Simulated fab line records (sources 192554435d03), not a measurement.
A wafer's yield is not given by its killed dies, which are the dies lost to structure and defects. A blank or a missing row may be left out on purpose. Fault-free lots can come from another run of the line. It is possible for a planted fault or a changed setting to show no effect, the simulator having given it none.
Chamber matching + flow n5_finfet + N5_GATE_CUT_ETCH_19 on rie_diel-03: 3 sister chambers
The step etches SiNx in CH3F/O2, target depth 53.7 nm, time 76.7 s. 3 wafers are shown with their chamber, then 8 later ones without.

## EACH WAFER AND ITS CHAMBER
| wafer  | chamber | showerhead_plenum_p_Torr (Torr) |
|--------|---------|---------------------------------|
| L083.2 | 1       | 2.00                            |
| L086.1 | 3       | 1.91                            |
| L086.5 | 2       | 1.92                            |

## WAFERS WITH NO CHAMBER GIVEN
| wafer  | showerhead_plenum_p_Torr (Torr) |
|--------|---------------------------------|
| L089.2 | 1.92                            |
| L089.6 | 1.91                            |
| L091.4 | 1.90                            |
| L091.5 | 1.92                            |
| L091.6 | 1.99                            |
| L092.1 | 1.90                            |
| L092.3 | 1.99                            |
| L092.4 | 1.92                            |

## WHICH CHAMBER EACH WENT THROUGH
| wafer  | from the rows above     | in truth |
|--------|-------------------------|----------|
| L089.2 | can't be placed: 2 or 3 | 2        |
| L089.6 | can't be placed: 3 or 2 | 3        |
| L091.4 | can't be placed: 3 or 2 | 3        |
| L091.5 | can't be placed: 2 or 3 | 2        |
| L091.6 | 1                       | 1        |
| L092.1 | can't be placed: 3 or 2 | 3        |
| L092.3 | 1                       | 1        |
| L092.4 | can't be placed: 2 or 3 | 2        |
Correctly placed: 2 of 8. These rows do not allow placing 6 (true chamber among the candidates in 6). 0 placed wrongly.
How it was worked out, from the rows above alone: a wafer's distance from a chamber is the root of the sum, over the readings, of the square of ((its reading less the chamber's mean) divided by the reading's scatter). The wafer belongs to the nearest chamber; if the next one is less than 2 further off, it can't be placed. The mean given for a chamber averages the wafers shown for that chamber. The scatter: root of mean squared gap, hidden wafer to nearest shown wafer, with one shown wafer a chamber.
